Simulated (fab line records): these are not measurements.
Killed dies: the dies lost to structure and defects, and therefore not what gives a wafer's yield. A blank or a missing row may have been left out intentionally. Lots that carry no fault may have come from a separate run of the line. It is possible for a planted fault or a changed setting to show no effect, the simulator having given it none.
Chamber matching :: flow n5_finfet :: 4 sister chambers for N5_BEOL_M0_SAQP_ETCH_83 on rie_diel-01
The step etches SiARC in CF4, target depth 39 nm, time 65 s. 16 wafers are shown with their chamber, then 7 later ones without.

EACH WAFER AND ITS CHAMBER
wafer: L477.2
chamber: 2
showerhead_plenum_p_Torr (Torr): 2.23
throttle_valve_pct (%): 15.63
drypump_motor_current_A (A): 6.4

wafer: L477.3
chamber: 0
showerhead_plenum_p_Torr (Torr): 2.20
throttle_valve_pct (%): 15.35
drypump_motor_current_A (A): 5.8

wafer: L477.5
chamber: 2
showerhead_plenum_p_Torr (Torr): 2.23
throttle_valve_pct (%): 15.62
drypump_motor_current_A (A): 6.3

wafer: L478.2
chamber: 2
showerhead_plenum_p_Torr (Torr): 2.23
throttle_valve_pct (%): 15.63
drypump_motor_current_A (A): 6.4

wafer: L478.3
chamber: 0
showerhead_plenum_p_Torr (Torr): 2.19
throttle_valve_pct (%): 15.35
drypump_motor_current_A (A): 5.8

wafer: L478.5
chamber: 2
showerhead_plenum_p_Torr (Torr): 2.23
throttle_valve_pct (%): 15.63
drypump_motor_current_A (A): 6.3

wafer: L479.1
chamber: 2
showerhead_plenum_p_Torr (Torr): 2.23
throttle_valve_pct (%): 15.65
drypump_motor_current_A (A): 6.3

wafer: L479.2
chamber: 0
showerhead_plenum_p_Torr (Torr): 2.19
throttle_valve_pct (%): 15.36
drypump_motor_current_A (A): 5.7

wafer: L479.6
chamber: 1
showerhead_plenum_p_Torr (Torr): 2.06
throttle_valve_pct (%): 15.78
drypump_motor_current_A (A): 5.9

wafer: L483.1
chamber: 1
showerhead_plenum_p_Torr (Torr): 2.05
throttle_valve_pct (%): 15.79
drypump_motor_current_A (A): 5.9

wafer: L483.2
chamber: 2
showerhead_plenum_p_Torr (Torr): 2.23
throttle_valve_pct (%): 15.66
drypump_motor_current_A (A): 6.3

wafer: L483.3
chamber: 0
showerhead_plenum_p_Torr (Torr): 2.19
throttle_valve_pct (%): 15.38
drypump_motor_current_A (A): 5.7

wafer: L484.4
chamber: 3
showerhead_plenum_p_Torr (Torr): 2.07
throttle_valve_pct (%): 15.78
drypump_motor_current_A (A): 5.7

wafer: L484.5
chamber: 1
showerhead_plenum_p_Torr (Torr): 2.05
throttle_valve_pct (%): 15.80
drypump_motor_current_A (A): 5.9

wafer: L488.2
chamber: 1
showerhead_plenum_p_Torr (Torr): 2.05
throttle_valve_pct (%): 15.80
drypump_motor_current_A (A): 5.9

wafer: L488.3
chamber: 0
showerhead_plenum_p_Torr (Torr): 2.19
throttle_valve_pct (%): 15.39
drypump_motor_current_A (A): 5.8

SIGNATURES (means of the wafers above)
reading: showerhead_plenum_p_Torr
chamber 0: 2.1920
chamber 1: 2.0525
chamber 2: 2.2300
chamber 3: 2.0700
scatter within a chamber: 0.00359

reading: throttle_valve_pct
chamber 0: 15.3660
chamber 1: 15.7925
chamber 2: 15.6367
chamber 3: 15.7800
scatter within a chamber: 0.0151

reading: drypump_motor_current_A
chamber 0: 5.760
chamber 1: 5.900
chamber 2: 6.333
chamber 3: 5.700
scatter within a chamber: 0.0459
Rule: distance of a wafer from a chamber = root of the sum over the readings of ((wafer's reading minus chamber's mean) / reading's scatter) squared. If the next closest chamber is less than 2 further off than the closest, the wafer can't be placed; otherwise it belongs to the closest. The scatter is the square root of a quotient: the sum, over the shown wafers, of each reading's squared deviation from its chamber's mean, divided by wafers minus chambers.

WAFERS WITHOUT THEIR CHAMBER
wafer: L488.6
showerhead_plenum_p_Torr (Torr): 2.19
throttle_valve_pct (%): 15.39
drypump_motor_current_A (A): 5.8

wafer: L497.1
showerhead_plenum_p_Torr (Torr): 2.05
throttle_valve_pct (%): 15.85
drypump_motor_current_A (A): 5.9

wafer: L497.2
showerhead_plenum_p_Torr (Torr): 2.18
throttle_valve_pct (%): 15.44
drypump_motor_current_A (A): 5.8

wafer: L497.5
showerhead_plenum_p_Torr (Torr): 2.22
throttle_valve_pct (%): 15.69
drypump_motor_current_A (A): 6.4

wafer: L498.1
showerhead_plenum_p_Torr (Torr): 2.05
throttle_valve_pct (%): 15.85
drypump_motor_current_A (A): 5.9

wafer: L498.2
showerhead_plenum_p_Torr (Torr): 2.06
throttle_valve_pct (%): 15.81
drypump_motor_current_A (A): 5.7

wafer: L498.4
showerhead_plenum_p_Torr (Torr): 2.18
throttle_valve_pct (%): 15.43
drypump_motor_current_A (A): 5.7

WHICH CHAMBER EACH WENT THROUGH
wafer: L488.6
from the rows above: 0
in truth: 0

wafer: L497.1
from the rows above: 1
in truth: 1

wafer: L497.2
from the rows above: 0
in truth: 0

wafer: L497.5
from the rows above: 2
in truth: 2

wafer: L498.1
from the rows above: 1
in truth: 1

wafer: L498.2
from the rows above: can't be placed: 3 or 1
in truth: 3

wafer: L498.4
from the rows above: 0
in truth: 0
Placed correctly: 6 of 7. Not placeable from these rows: 1 (in 1, the candidates include the true chamber). 0 placed wrongly.
